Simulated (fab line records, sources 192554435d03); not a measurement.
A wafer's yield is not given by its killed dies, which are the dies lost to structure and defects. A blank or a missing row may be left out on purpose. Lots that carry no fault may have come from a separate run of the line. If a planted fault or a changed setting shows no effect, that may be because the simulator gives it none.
Which of the tools did it? -- flow n5-finfet -- route of 1938 steps, sampled at 1 step: 12 lots, 36 wafers

## WHAT THE GAUGES SHOWED, per wafer
N5_BEOL_M2_OCD_MEAS_38.
lot,measured,on,trench-depth-nm (nm)
L075,day 6 18:13,ocd-02,55.9 52.9 52.3
L077,day 7 15:26,ocd-01,56.3 56.4 56.5
L079,day 7 22:06,ocd-02,52.5 54.0 56.1
L081,day 8 13:29,ocd-02,52.6 55.8 55.7
L083,day 9 08:16,ocd-02,57.3 56.3 55.0
L085,day 9 22:04,ocd-02,54.2 54.5 54.8
L087,day 10 08:46,ocd-01,55.4 56.3 55.3
L090,day 10 17:22,ocd-02,54.9 56.6 56.6
L091,day 11 03:28,ocd-01,55.8 54.4 55.5
L093,day 11 12:35,ocd-02,55.5 53.4 55.2
L095,day 12 12:10,ocd-01,56.1 55.2 56.5
L097,day 12 20:38,ocd-01,53.3 53.2 52.8

## EACH LOT AND THE TOOL THAT RAN IT (in order: tool; ch and the chambers of the sampled wafers; start)
There is no process step in the record ahead of these readings.

## THE ANSWER, worked out from the rows above alone
Rule: the lots themselves supply what counts as usual. Put in order of their means at a reading, lots are off if they are a third of the lots or fewer, leave a main group of 4 or more, and stand apart from it by a gap of 3 or more times the standard deviation of the main group's means; of several such gaps the widest counts. The tables above print the reading to a certain number of digits; a main group whose means all agree to those digits is not used. A lot without any number at a reading at which 4 lots or more have one is off too. Where the step has rows for the other lots, those lots are counted as sound.
Nothing can be told from this: no lot is off at any reading shown.

## WHAT WAS PUT IN BY THE SIMULATOR
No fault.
